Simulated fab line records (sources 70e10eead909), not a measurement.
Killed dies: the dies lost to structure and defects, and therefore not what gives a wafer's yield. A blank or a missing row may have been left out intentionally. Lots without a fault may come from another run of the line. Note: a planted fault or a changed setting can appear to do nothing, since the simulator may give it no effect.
A struck lot beside a sound one + flow nand harc + 15 out of 1302 route steps
Sound: wafers L712.2, L712.4, L712.5. Struck: wafers L721.2, L721.3, L721.5. The cause comes at the end.
Order at every step that has rows: each side's tool, ch and its chambers, its first start. Under that, the readings that differ: sound wafers + struck wafers + difference of the means + sigmas: that difference in standard deviations of wafers without a fault.
alike: readings with means less than 2 such deviations apart, plus words and numbers identical on both sides. not compared: withheld readings, readings lacking a value on some wafer, bounds such as >300 that could conceal the same value, and numbers that have no deviation in the record and whose values overlap.
The two part at a step that has a row with sigmas, a row that says differs or no value, or rows on one side only. Numbers that don't overlap but have no deviation are shown without sigmas and don't part them. Lack of a reading on every wafer of one side parts them only where that side has two or more wafers.

first, 1 step without rows for these wafers: NHARC_P_GATE_HARDBAKE_92 (time 80 s).
NHARC_P_GATE_DESCUM_93: chemistry O2, time 3 s.
  sound on rie diel-09 ch 0,1,3, day 8 09:50; struck on rie diel-04 ch 0,2,3, day 12 12:23
| reading               | sound             | struck            | difference | sigmas |
|-----------------------|-------------------|-------------------|------------|--------|
| oes product au (a.u.) | 0.993 0.986 0.989 | 1.003 1.016 1.019 | +0.023     | +2     |
  alike: drypump motor current A, rf vpp V, showerhead plenum p Torr, throttle valve pct
  not compared: rf hours counter h
next, for these wafers, 1 step has no rows: NHARC_P_GATE_IMPLANT_94.
NHARC_P_GATE_STRIP_113: strips in N2/H2, time 740 s.
  sound on plasma asher-02 ch 0,1, day 8 10:18; struck on plasma asher-02 ch 0,1, day 12 12:53
  alike: drypump motor current A, heater power w
  not compared: rf hours counter h
NHARC_P_GATE_STRIP_95: strips in O2.
  sound on plasma asher-02 ch 0,1, day 8 10:55; struck on plasma asher-02 ch 0,1, day 12 13:31
  alike: drypump motor current A, heater power w
  not compared: rf hours counter h
then, 1 step without rows for these wafers: NHARC_P_GATE_STRIP_96 (strips in SPM, time 900 s).
NHARC_P_GATE_RTA_64: time 1 s.
  sound on rtp anneal-02 ch 0, day 8 11:29; struck on rtp anneal-01 ch 0, day 12 14:07
| reading             | sound          | struck         | difference | sigmas |
|---------------------|----------------|----------------|------------|--------|
| lamp power pct (%)  | 33.4 33.3 33.3 | 36.6 36.7 36.6 | +3.3       | +2     |
| lamp_zone_3_pct (%) | 33.3 33.3 33.3 | 36.6 36.6 36.6 | +3.3       | +2     |
  alike: anneal temp c max, wafer_temp_C_max
then, 1 step without rows for these wafers: NHARC_P_GATE_ETCH_77 (etches SiO2 in dHF, target depth 6 nm).
NHARC_P_GATE_DEGAS_109: time 60 s.
  sound: pvd sputter-01 at day 8 11:47; struck: pvd sputter-01 at day 12 14:23
  alike: heater power w
then, 3 steps without rows for these wafers: NHARC_P_GATE_PRE_CLEAN_110 (time 30 s); NHARC_P_GATE_SPUTTER_78 (material Ni, target thk 10 nm); NHARC_P_GATE_SPUTTER_79 (material TiN, target thk 10 nm).
NHARC_P_GATE_RTA_80: time 30 s.
  struck on rtp anneal-01, day 12 14:43; sound on rtp anneal-02 ch 0, day 8 12:16
  no value came back on the struck wafers for any of 5 readings (anneal temp c max, lamp power pct (%) and others); on the sound wafers anneal temp c max reads 301.23 301.56 301.25
then, 1 step without rows for these wafers: NHARC_P_GATE_STRIP_67 (strips in SPM, time 600 s).
-- record jumps: 18 days between struck wafers' starts before vs after; left off in module P_GATE, resumes in module END, first step shown is number 1302 of the route --
NHARC_END_SORT_01:
  here the record holds rows for the struck wafers (prober-02 ch 0, day 30 10:27) but none for the sound ones

WHERE THEY PART
Earliest at NHARC_P_GATE_DESCUM_93; latest, in this record, at NHARC_END_SORT_01.

WHY: what had been put in by the simulator
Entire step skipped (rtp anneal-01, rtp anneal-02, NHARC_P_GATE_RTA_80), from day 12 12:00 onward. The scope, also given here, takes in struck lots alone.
